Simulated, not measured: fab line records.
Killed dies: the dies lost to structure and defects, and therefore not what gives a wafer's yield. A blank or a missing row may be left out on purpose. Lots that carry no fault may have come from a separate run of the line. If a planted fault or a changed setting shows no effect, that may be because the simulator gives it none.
fab line records	flow nand_harc	part 1 of 2: steps 1 to 4 of 6
record: lots: 23	wafers: 69	last_day: 24
route steps=1159 shown A_CHANNEL_FILL_D1@517 A_STAIRCASE@533
lots with no fault: from the same line, run without faults
start_h: hours from the record's first day to the start of the lot's first wafer shown	wait_h: hours since the lot's step before	" unchanged from the row above	L1.1+2: a row that stands for several wafers	- no value present, or no start provided	* or withheld: withheld	< > ~ a bound
route shown NAME@n: names a module that has steps shown in the file, with the first one's number in the route	usual: the fault-free wafers' mean and standard deviation	same: alike in all rows	chamber/n: place in a boat	sites: readings site by site	_std_site: the standard deviation of these	_edge_site: the outer-site mean with the inner-site mean subtracted	radius_mm: how far each site lies from the wafer's centre	mask NAME#n: copy n	behind: the last tool/chamber to shape the wafer	hold: why the lot was held/for how many hours/how that ended	device: names the non-switching transistor (n, p or np)	end of line: the same wafers' tests at the end of the route	for a step that has no rows: nothing shown but its recipe	killed: count of dies lost to structure and defects at first sort (not the wafer's yield)	map: a wafer's dies, marking killed ones x, the rest . and places with no die _
set.NAME: the setting that was run; set.NAME@STEP: the one run at that earlier step	model.NAME: the simulator's own value behind a step, which no gauge read
route steps across a sampled set of lots; one table per step, one row per wafer
services: when a tool's chamber went out of use (start_h, in hours from the record's first day, below 0 if earlier), for how many hours, and the reason
== steps ==
step: NHARC_A_CHANNEL_FILL_D1_RTA_24
recipe: temp_c: 1000	time_s: 5
usual: lamp_power_pct: 31.6/2.1	lamp_zone_1_pct: 31.6/2.1	wafer_temp_C_max: 1006.2/1.9
lot.wafer	tool	chamber	start_h	wait_h	lamp_power_pct	lamp_zone_1_pct	wafer_temp_C_max
L074.1	rtp_anneal-01	0	238.04	0.0	29.6	29.6	1006.5
L074.2	"	0	"	"	29.6	29.6	1007.1
L074.5	"	0	"	"	29.5	29.6	1007.0
L075.1	rtp_anneal-02	0	238.04	0.0	33.8	33.9	1003.5
L075.4	"	0	"	"	33.8	33.8	1005.1
L075.5	"	0	"	"	33.8	33.9	1006.2
L076.1	rtp_anneal-02	0	247.11	0.0	33.8	33.8	1003.7
L076.4	"	0	"	"	33.8	33.8	1004.1
L076.6	"	0	"	"	33.9	33.9	1004.2
L077.2	rtp_anneal-01	0	247.13	0.1	29.7	29.6	1004.7
L077.4	"	0	"	"	29.6	29.7	1007.3
L077.6	"	0	"	"	29.6	29.6	1006.1
L078.1	rtp_anneal-02	0	259.56	0.0	33.8	33.9	1003.5
L078.3	"	0	"	"	33.8	33.9	1004.7
L078.5	"	0	"	"	33.8	33.8	1005.2
L080.3	rtp_anneal-01	0	259.61	0.1	29.6	29.7	1007.3
L080.4	"	0	"	"	29.7	29.6	1005.8
L080.5	"	0	"	"	29.6	29.7	1006.8
L079.2	rtp_anneal-02	0	261.84	0.1	33.9	33.9	1002.8
L079.5	"	0	"	"	33.8	33.9	1005.0
L079.6	"	0	"	"	33.9	33.9	1003.6
L082.1	rtp_anneal-02	0	277.54	0.0	33.8	33.8	1004.6
L082.5	"	0	"	"	33.7	33.8	1004.0
L082.6	"	0	"	"	33.8	33.8	1004.5
L081.2	rtp_anneal-01	0	277.57	0.1	29.6	29.7	1007.0
L081.5	"	0	"	"	29.6	29.6	1008.1
L081.6	"	0	"	"	29.7	29.7	1008.3
L084.1	rtp_anneal-01	0	290.02	0.0	29.6	29.7	1007.1
L084.3	"	0	"	"	29.6	29.6	1008.0
L084.4	"	0	"	"	29.6	29.6	1008.8
L083.1	rtp_anneal-02	0	293.56	0.0	33.9	33.8	1004.4
L083.2	"	0	"	"	33.8	33.8	1007.7
L083.3	"	0	"	"	33.8	33.8	1005.1
L085.4	rtp_anneal-01	0	308.47	0.9	29.6	29.6	1008.7
L085.5	"	0	"	"	29.7	29.6	1006.0
L085.6	"	0	"	"	29.7	29.7	1008.1
L086.1	rtp_anneal-01	0	308.56	1.0	29.6	29.6	1007.6
L086.2	"	0	"	"	29.6	29.6	1007.6
L086.3	"	0	"	"	29.7	29.7	1008.2
L088.3	rtp_anneal-02	0	314.89	0.1	33.8	33.9	1003.9
L088.5	"	0	"	"	33.9	33.9	1003.9
L088.6	"	0	"	"	33.8	33.8	1004.1
L091.1	rtp_anneal-01	0	327.77	0.2	29.7	29.7	1006.2
L091.3	"	0	"	"	29.6	29.6	1007.9
L091.5	"	0	"	"	29.6	29.6	1008.2
L087.1	rtp_anneal-01	0	331.14	0.0	29.6	29.6	1005.8
L087.4	"	0	"	"	29.6	29.6	1007.7
L087.6	"	0	"	"	29.6	29.6	1008.0
L089.1	rtp_anneal-01	0	331.30	0.2	29.6	29.6	1010.2
L089.3	"	0	"	"	29.7	29.7	1006.0
L089.6	"	0	"	"	29.6	29.7	1007.7
L093.1	rtp_anneal-02	0	338.68	0.1	33.8	33.8	1005.2
L093.2	"	0	"	"	33.8	33.8	1006.1
L093.6	"	0	"	"	33.8	33.8	1004.4
L092.2	rtp_anneal-01	0	352.08	0.1	29.7	29.6	1007.1
L092.5	"	0	"	"	29.6	29.7	1005.8
L092.6	"	0	"	"	29.6	29.6	1008.0
L095.1	rtp_anneal-02	0	368.61	0.0	33.9	33.9	1003.2
L095.2	"	0	"	"	33.8	33.8	1004.1
L095.4	"	0	"	"	33.8	33.9	1004.0
L096.2	rtp_anneal-01	0	368.65	0.1	29.6	29.6	1009.9
L096.3	"	0	"	"	29.7	29.6	1008.2
L096.4	"	0	"	"	29.6	29.7	1008.3
L094.3	rtp_anneal-01	0	372.76	0.2	29.6	29.6	1006.4
L094.4	"	0	"	"	29.6	29.6	1008.1
L094.6	"	0	"	"	29.6	29.6	1006.5
L097.1	rtp_anneal-02	0	377.26	0.0	33.8	33.9	1003.7
L097.4	"	0	"	"	33.9	33.8	1004.9
L097.5	"	0	"	"	33.9	33.9	1003.3
step: NHARC_A_STAIRCASE_STRIP_171
recipe: power_w: 1500	temp_c: 250	chemistry: O2
usual: drypump_motor_current_A: 6.1/0.56	heater_power_w: 331/27
lot.wafer	tool	chamber	start_h	wait_h	drypump_motor_current_A	heater_power_w	rf_hours_counter_h
L074.1	plasma_asher-01	1	239.60	-	5.5	364	47
L074.2	"	0	"	"	6.7	296	47
L074.5	"	1	"	"	5.5	372	-
L075.1	plasma_asher-01	0	239.89	-	6.7	281	47
L075.4	"	0	"	"	6.8	289	-
L075.5	"	0	"	"	6.8	281	-
L077.2	plasma_asher-02	1	248.71	-	5.6	327	19
L077.4	"	1	"	"	5.6	317	-
L077.6	"	1	"	"	5.6	317	-
L076.1	plasma_asher-01	1	248.87	-	5.5	353	49
L076.4	"	0	"	"	6.7	287	-
L076.6	"	0	"	"	6.8	280	-
L080.3	plasma_asher-01	0	261.21	-	6.7	282	-
L080.4	"	1	"	"	5.5	363	-
L080.5	"	1	"	"	5.5	359	-
L078.1	plasma_asher-02	1	261.48	-	5.6	322	26
L078.3	"	0	"	"	6.5	343	-
L078.5	"	1	"	"	5.6	330	-
L079.2	plasma_asher-01	0	263.41	-	6.7	290	55
L079.5	"	1	"	"	5.5	356	-
L079.6	"	0	"	"	6.7	275	-
L082.1	plasma_asher-02	0	279.46	-	6.5	339	32
L082.6	"	1	"	"	5.6	324	-
L082.5	"	0	"	"	6.5	341	-
L081.2	plasma_asher-02	1	279.70	-	5.6	321	32
L081.5	"	1	"	"	5.6	329	-
L081.6	"	0	"	"	6.5	341	-
L084.1	plasma_asher-02	1	291.69	-	5.6	320	35
L084.4	"	0	"	"	6.5	347	-
L084.3	"	1	"	"	5.6	324	-
L083.1	plasma_asher-01	1	295.47	-	5.5	369	3
L083.2	"	0	"	"	6.8	316	3
L083.3	"	0	"	"	6.7	309	-
L085.4	plasma_asher-02	0	309.97	-	6.5	335	-
L085.6	"	1	"	"	5.6	330	-
L085.5	"	0	"	"	6.5	337	-
L086.2	plasma_asher-01	0	310.54	-	6.8	304	7
L086.1	"	1	"	"	5.5	368	7
L086.3	"	0	"	"	6.8	310	-
L088.3	plasma_asher-02	0	316.56	-	6.5	336	-
L088.5	"	0	"	"	6.5	332	-
L088.6	"	1	"	"	5.6	328	-
L091.1	plasma_asher-01	1	329.56	-	5.5	357	14
L091.3	"	0	"	"	6.8	301	-
L091.5	"	0	"	"	6.7	296	-
L087.1	plasma_asher-02	0	332.95	-	6.5	341	49
L087.4	"	0	"	"	6.5	342	-
L087.6	"	0	"	"	6.5	343	-
L089.1	plasma_asher-01	1	333.16	-	5.5	370	15
L089.3	"	0	"	"	6.7	298	-
L089.6	"	1	"	"	5.5	362	-
L093.1	plasma_asher-02	1	340.47	-	5.6	328	52
L093.2	"	0	"	"	6.5	342	52
L093.6	"	0	"	"	6.5	331	-
L092.2	plasma_asher-01	0	353.70	-	6.8	304	22
L092.5	"	0	"	"	6.8	299	-
L092.6	"	1	"	"	5.5	375	-
L095.2	plasma_asher-01	1	370.22	-	5.5	367	32
L095.1	"	0	"	"	6.7	300	32
L095.4	"	0	"	"	6.7	302	-
L096.2	plasma_asher-01	0	370.55	-	6.7	299	32
L096.4	"	1	"	"	5.5	369	-
L096.3	"	0	"	"	6.7	298	-
L094.4	plasma_asher-01	0	374.59	-	6.7	306	-
L094.3	"	1	"	"	5.5	370	-
L094.6	"	1	"	"	5.5	371	-
L097.1	plasma_asher-01	0	379.66	-	6.8	316	37
L097.4	"	0	"	"	6.8	304	-
L097.5	"	1	"	"	5.5	366	-
step: NHARC_A_STAIRCASE_TRIM_26
recipe: time_s: 211.2	o2_flow_sccm: 500	ar_flow_sccm: 0	bias_w: 0	chemistry: O2
usual: drypump_motor_current_A: 5.7/0.36	oes_product_au: 1.002/0.0074	rf_vpp_V: 57.6/0.92	showerhead_plenum_p_Torr: 3.47/0.14	throttle_valve_pct: 17.037/0.0083
lot.wafer	tool	chamber	start_h	wait_h	drypump_motor_current_A	oes_product_au	rf_hours_counter_h	rf_vpp_V	showerhead_plenum_p_Torr	throttle_valve_pct
L074.2	rie_diel-02	2	-	-	5.9	1.002	27	57.1	3.37	17.037
L074.1	"	0	"	"	5.2	1.006	28	57.4	3.59	17.044
L074.5	"	0	"	"	5.2	0.996	-	59.8	3.59	17.053
L075.4	rie_diel-13	2	-	-	5.7	1.005	50	58.2	3.27	17.047
L075.1	"	3	"	"	5.4	1.000	55	58.4	3.47	17.039
L075.5	"	2	"	"	5.6	0.998	-	58.0	3.27	17.036
L077.4	rie_diel-13	3	-	-	5.4	0.993	57	57.2	3.47	17.025
L077.2	"	0	"	"	5.5	0.983	58	57.3	3.52	17.033
L077.6	"	2	"	"	5.6	1.008	-	56.4	3.27	17.043
L076.1	rie_diel-02	1	-	-	5.4	0.996	33	56.6	3.33	17.029
L076.6	"	2	"	"	5.8	0.988	-	59.0	3.37	17.045
L076.4	"	0	"	"	5.2	1.001	-	57.1	3.59	17.025
L080.3	rie_diel-02	1	-	-	5.4	0.996	39	57.8	3.32	17.036
L080.4	"	2	"	"	5.8	0.990	-	57.9	3.37	17.025
L080.5	"	3	"	"	6.3	1.006	-	57.9	3.72	17.047
L078.3	rie_diel-01	2	-	-	6.4	1.014	45	56.8	3.63	17.030
L078.1	"	3	"	"	5.5	1.000	46	56.4	3.56	17.029
L078.5	"	0	"	"	5.4	1.002	-	56.1	3.36	17.028
L079.2	rie_diel-01	2	-	-	6.3	1.002	46	58.4	3.63	17.031
L079.6	"	3	"	"	5.5	0.997	-	57.2	3.56	17.040
L079.5	"	0	"	"	5.4	1.004	-	58.4	3.36	17.033
L082.1	rie_diel-01	2	-	-	6.3	0.997	52	57.5	3.63	17.034
L082.5	"	1	"	"	5.8	1.005	-	57.1	3.38	17.030
L082.6	"	2	"	"	6.3	1.007	-	57.3	3.63	17.041
L081.2	rie_diel-02	3	-	-	6.2	0.993	35	58.5	3.71	17.025
L081.5	"	3	"	"	6.3	0.999	-	58.6	3.72	17.027
L081.6	"	0	"	"	5.3	0.995	-	58.2	3.58	17.025
L084.1	rie_diel-01	1	-	-	5.8	0.997	55	58.2	3.38	17.045
L084.3	"	2	"	"	6.3	0.993	56	58.4	3.63	17.040
L084.4	"	3	"	"	5.5	0.995	57	59.7	3.55	17.048
L083.1	rie_diel-02	2	-	-	5.8	1.001	49	57.0	3.36	17.034
L083.2	"	3	"	"	6.3	1.013	38	57.7	3.71	17.052
L083.3	"	0	"	"	5.3	0.998	50	57.2	3.58	17.041
L085.4	rie_diel-02	1	-	-	5.4	1.010	55	57.5	3.31	17.045
L085.5	"	1	"	"	5.4	1.006	-	57.0	3.31	17.048
L085.6	"	2	"	"	5.8	0.999	-	57.4	3.36	17.047
L086.2	rie_diel-01	3	-	-	5.6	0.999	63	59.2	3.55	17.036
L086.3	"	0	"	"	5.5	1.015	64	56.9	3.35	17.049
L086.1	"	1	"	"	5.8	1.006	60	57.6	3.38	17.052
L088.3	rie_diel-13	1	-	-	6.3	0.999	17	57.9	3.35	17.040
L088.5	"	3	"	"	5.4	0.997	-	58.7	3.46	17.039
L088.6	"	0	"	"	5.4	1.003	-	56.9	3.51	17.027
L091.1	rie_diel-01	2	-	-	6.3	1.008	5	58.0	3.62	17.045
L091.3	"	1	"	"	5.8	0.997	3	57.9	3.38	17.034
L091.5	"	2	"	"	6.3	1.006	-	55.5	3.62	17.048
L087.4	rie_diel-13	1	-	-	6.3	0.993	25	56.5	3.35	17.046
L087.1	"	3	"	"	5.4	1.014	22	58.3	3.45	17.037
L087.6	"	0	"	"	5.5	1.012	-	58.5	3.50	17.025
L089.3	rie_diel-01	1	-	-	5.8	1.010	6	55.9	3.37	17.046
L089.1	"	0	"	"	5.4	1.013	6	56.8	3.35	17.031
L089.6	"	1	"	"	5.8	1.011	-	56.6	3.37	17.037
L093.2	rie_diel-13	1	-	-	6.3	1.015	27	56.4	3.34	17.041
L093.1	"	2	"	"	5.7	1.012	25	57.8	3.79	17.032
L093.6	"	2	"	"	5.6	1.024	-	59.3	3.79	17.031
L092.2	rie_diel-01	1	-	-	5.8	1.003	13	58.2	3.37	17.055
L092.6	"	1	"	"	5.8	1.013	-	56.1	3.37	17.025
L092.5	"	2	"	"	6.3	1.003	-	58.1	3.62	17.041
L095.4	rie_diel-02	2	-	-	5.9	0.984	11	57.0	3.35	17.018
L095.1	"	3	"	"	6.3	1.005	12	57.9	3.70	17.033
L095.2	"	0	"	"	5.2	1.002	10	58.2	3.57	17.038
L096.2	rie_diel-13	0	-	-	5.4	0.999	31	56.9	3.50	17.039
L096.4	"	2	"	"	5.6	1.002	32	57.7	3.79	17.035
L096.3	"	3	"	"	5.5	1.002	31	58.5	3.45	17.029
L094.4	rie_diel-13	3	-	-	5.5	1.006	32	57.1	3.45	17.022
L094.3	"	1	"	"	6.3	0.994	35	55.3	3.34	17.036
L094.6	"	3	"	"	5.5	1.000	-	57.4	3.45	17.039
L097.4	rie_diel-02	1	-	-	5.4	1.000	12	57.5	3.30	17.033
L097.1	"	3	"	"	6.2	1.010	14	59.8	3.70	17.027
L097.5	"	1	"	"	5.4	1.001	-	55.8	3.30	17.043
step: NHARC_A_STAIRCASE_TRIM_189
recipe: time_s: 211.2	o2_flow_sccm: 500	ar_flow_sccm: 0	bias_w: 0	chemistry: O2
usual: drypump_motor_current_A: 5.7/0.36	oes_product_au: 1.004/0.0075	rf_vpp_V: 57.7/0.87	showerhead_plenum_p_Torr: 3.48/0.14	throttle_valve_pct: 17.036/0.0087
lot.wafer	tool	chamber	start_h	wait_h	drypump_motor_current_A	oes_product_au	rf_hours_counter_h	rf_vpp_V	showerhead_plenum_p_Torr	throttle_valve_pct
L074.1	rie_diel-02	2	-	-	5.8	1.007	28	58.5	3.37	17.034
L074.2	"	0	"	"	5.2	1.011	29	59.1	3.59	17.038
L074.5	"	2	"	"	5.8	1.006	-	56.4	3.37	17.037
L075.1	rie_diel-01	2	-	-	6.3	0.999	36	58.1	3.64	17.040
L075.4	"	3	"	"	5.5	0.995	35	56.9	3.57	17.029
L075.5	"	2	"	"	6.3	0.999	-	58.4	3.64	17.045
L077.2	rie_diel-13	3	-	-	5.4	1.004	58	56.9	3.47	17.018
L077.4	"	2	"	"	5.6	1.005	55	57.6	3.27	17.022
L077.6	"	3	"	"	5.4	0.980	-	57.3	3.47	17.046
L076.1	rie_diel-02	1	-	-	5.4	0.997	34	57.0	3.32	17.030
L076.6	"	2	"	"	5.9	0.985	-	56.4	3.37	17.039
L076.4	"	0	"	"	5.3	0.999	-	57.7	3.59	17.043
L078.1	rie_diel-01	0	-	-	5.4	1.006	48	57.7	3.36	17.036
L078.3	"	2	"	"	6.3	0.994	46	58.6	3.63	17.049
L078.5	"	1	"	"	5.8	0.999	-	58.4	3.39	17.055
L080.4	rie_diel-13	1	-	-	6.3	1.013	61	57.4	3.36	17.033
L080.3	"	2	"	"	5.7	1.004	59	57.2	3.27	17.022
L080.5	"	1	"	"	6.3	1.015	-	55.2	3.36	17.035
L079.2	rie_diel-01	1	-	-	5.8	1.013	46	56.9	3.38	17.046
L079.5	"	0	"	"	5.5	1.013	-	59.0	3.36	17.037
L079.6	"	1	"	"	5.8	1.011	-	57.2	3.38	17.036
L082.1	rie_diel-02	3	-	-	6.3	1.011	35	58.1	3.71	17.037
L082.6	"	3	"	"	6.3	0.996	-	58.5	3.71	17.023
L082.5	"	0	"	"	5.2	0.991	-	59.3	3.58	17.046
L081.2	rie_diel-13	2	-	-	5.7	1.006	1	58.5	3.81	17.044
L081.6	"	0	"	"	5.4	1.001	-	57.3	3.51	17.031
L081.5	"	1	"	"	6.3	1.004	-	55.3	3.36	17.029
L084.4	rie_diel-13	1	-	-	6.3	1.021	6	58.3	3.36	17.026
L084.3	"	2	"	"	5.7	1.024	6	58.1	3.80	17.024
L084.1	"	0	"	"	5.4	1.005	6	58.6	3.51	17.027
L083.2	rie_diel-13	1	-	-	6.3	1.002	8	59.0	3.35	17.032
L083.3	"	2	"	"	5.6	1.014	7	57.5	3.80	17.040
L083.1	"	3	"	"	5.4	0.996	7	57.1	3.46	17.036
L085.4	rie_diel-02	3	-	-	6.3	1.005	44	57.4	3.71	17.038
L085.6	"	0	"	"	5.2	1.007	-	58.7	3.58	17.055
L085.5	"	1	"	"	5.4	1.009	-	58.2	3.31	17.032
L086.2	rie_diel-13	3	-	-	5.4	0.999	11	58.2	3.46	17.040
L086.1	"	0	"	"	5.5	1.009	12	57.5	3.51	17.027
L086.3	"	1	"	"	6.3	1.008	14	58.9	3.35	17.044
L088.3	rie_diel-13	3	-	-	5.4	1.014	14	58.2	3.46	17.033
L088.6	"	0	"	"	5.5	1.013	-	58.7	3.51	17.023
L088.5	"	1	"	"	6.3	1.009	-	58.1	3.35	17.027
L091.1	rie_diel-01	3	-	-	5.6	0.999	5	57.9	3.55	17.034
L091.3	"	1	"	"	5.8	1.013	4	56.8	3.38	17.045
L091.5	"	2	"	"	6.3	1.010	-	56.2	3.62	17.040
L087.4	rie_diel-13	3	-	-	5.4	1.001	23	56.9	3.45	17.026
L087.1	"	1	"	"	6.3	1.001	26	58.1	3.34	17.021
L087.6	"	2	"	"	5.7	1.012	-	57.5	3.79	17.038
L089.3	rie_diel-01	0	-	-	5.5	1.001	7	57.3	3.35	17.041
L089.1	"	1	"	"	5.8	1.009	7	57.8	3.37	17.039
L089.6	"	1	"	"	5.8	1.001	-	56.8	3.37	17.052
L093.2	rie_diel-02	3	-	-	6.3	1.000	3	57.1	3.70	17.047
L093.1	"	1	"	"	5.4	1.006	3	57.8	3.31	17.043
L093.6	"	3	"	"	6.3	1.000	-	57.5	3.70	17.042
L092.2	rie_diel-01	2	-	-	6.4	1.020	15	57.3	3.62	17.038
L092.6	"	1	"	"	5.8	1.016	-	56.0	3.37	17.040
L092.5	"	2	"	"	6.3	1.013	-	57.2	3.62	17.046
L095.4	rie_diel-02	0	-	-	5.3	1.000	11	58.0	3.57	17.022
L095.2	"	1	"	"	5.4	1.012	10	56.8	3.30	17.034
L095.1	"	2	"	"	5.8	1.002	12	57.0	3.35	17.033
L096.4	rie_diel-01	3	-	-	5.6	0.998	21	58.4	3.54	17.022
L096.2	"	0	"	"	5.5	1.000	17	57.0	3.34	17.028
L096.3	"	2	"	"	6.3	1.016	20	57.6	3.61	17.044
L094.4	rie_diel-01	3	-	-	5.6	1.013	22	58.4	3.54	17.039
L094.3	"	2	"	"	6.3	0.997	22	59.2	3.61	17.031
L094.6	"	0	"	"	5.4	1.001	-	57.1	3.34	17.036
L097.4	rie_diel-02	3	-	-	6.3	1.006	15	57.6	3.70	17.034
L097.1	"	1	"	"	5.4	1.000	13	57.7	3.30	17.035
L097.5	"	2	"	"	5.8	1.002	-	58.0	3.35	17.021
